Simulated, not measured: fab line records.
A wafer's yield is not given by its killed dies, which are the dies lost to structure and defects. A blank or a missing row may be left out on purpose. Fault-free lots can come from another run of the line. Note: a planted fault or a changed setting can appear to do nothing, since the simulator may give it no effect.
Matching of chambers	flow n5Finfet	4 sister chambers for N5_FIN_SAQP_MANDREL_ETCH_58 on rieSi-06
The step etches a-Si in HBr/Cl2, stops on SiNx, target depth 45 nm, bt time 10 s, time 27 s. 7 wafers are shown with their chamber, then 7 later ones without.

## WAFERS WITH THEIR CHAMBER
wafer	chamber	throttleValvePct (%)	drypumpMotorCurrentA (A)
L079.1	0	35.66	5.5
L079.4	1	35.09	4.9
L079.5	2	35.62	4.9
L080.2	1	35.09	4.9
L080.6	3	35.67	5.3
L081.1	0	35.65	5.5
L081.3	3	35.71	5.2

## WAFERS WHOSE CHAMBER IS MISSING
wafer	throttleValvePct (%)	drypumpMotorCurrentA (A)
L081.6	35.68	5.3
L082.2	35.68	5.3
L082.3	35.10	4.9
L082.5	35.66	5.3
L091.2	35.09	5.0
L091.3	34.98	4.9
L091.6	35.65	5.5

## THE CHAMBER EACH PASSED THROUGH
wafer	from the rows above	in truth
L081.6	3	3
L082.2	3	3
L082.3	1	1
L082.5	3	3
L091.2	1	1
L091.3	1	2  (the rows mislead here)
L091.6	0	0
Placed correctly: 6 of 7. Left unplaced by these rows: 0. Placed wrongly: 1.
How it was worked out, from the rows above alone: a wafer's distance from a chamber is the root of the sum, over the readings, of the square of ((its reading less the chamber's mean) divided by the reading's scatter). If the next closest chamber is less than 2 further off than the closest, the wafer can't be placed; otherwise it belongs to the closest. For every chamber, the mean is computed from those of its wafers that are shown. The scatter is the square root of a quotient: the sum, over the shown wafers, of each reading's squared deviation from its chamber's mean, divided by wafers minus chambers.
